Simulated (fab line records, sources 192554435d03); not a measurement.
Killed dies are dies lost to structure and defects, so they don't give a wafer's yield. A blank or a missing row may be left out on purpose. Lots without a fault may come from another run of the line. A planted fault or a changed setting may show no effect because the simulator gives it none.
Chamber matching | flow n5_finfet | N5_FIN_SAQP_FIN_ETCH_36 on rie_si-03: 4 sister chambers
The step etches the open film in HBr/Cl2/O2, target depth 120 nm, time 50.4 s. 8 wafers are shown with their chamber, then 9 later ones without.

WAFERS WITH THEIR CHAMBER
wafer  | chamber | drypump_motor_current_A (A) | throttle_valve_pct (%)
L079.3 | 1       | 6.2                         | 36.15
L082.1 | 0       | 6.0                         | 36.44
L082.6 | 3       | 5.7                         | 36.27
L085.4 | 0       | 6.1                         | 36.44
L085.5 | 2       | 5.4                         | 36.21
L090.1 | 3       | 5.7                         | 36.28
L090.2 | 2       | 5.4                         | 36.20
L090.3 | 1       | 6.2                         | 36.15

WAFERS WITHOUT THEIR CHAMBER
wafer  | drypump_motor_current_A (A) | throttle_valve_pct (%)
L093.1 | 6.2                         | 36.14
L093.4 | 5.5                         | 36.22
L093.6 | 6.1                         | 36.45
L094.2 | 6.1                         | 36.48
L094.3 | 6.2                         | 36.15
L094.6 | 5.4                         | 36.22
L095.2 | 6.1                         | 36.43
L095.4 | 5.4                         | 36.21
L095.5 | 5.4                         | 36.21

WHICH CHAMBER EACH WENT THROUGH
wafer  | from the rows above | in truth
L093.1 | 1                   | 1
L093.4 | 2                   | 2
L093.6 | 0                   | 0
L094.2 | 0                   | 0
L094.3 | 1                   | 1
L094.6 | 2                   | 2
L095.2 | 0                   | 0
L095.4 | 2                   | 2
L095.5 | 2                   | 2
Placed correctly: 9 of 9. Can't be placed from these rows: 0. Placed wrongly: 0.
How it was worked out, from the rows above alone: a wafer's distance from a chamber is the root of the sum, over the readings, of the square of ((its reading less the chamber's mean) divided by the reading's scatter). The wafer belongs to the nearest chamber; if the next one is less than 2 further off, it can't be placed. A chamber's mean is the mean of its shown wafers. The scatter: the root of (the sum of the squares of (reading less its chamber's mean) over the shown wafers, divided by (wafers less chambers)).
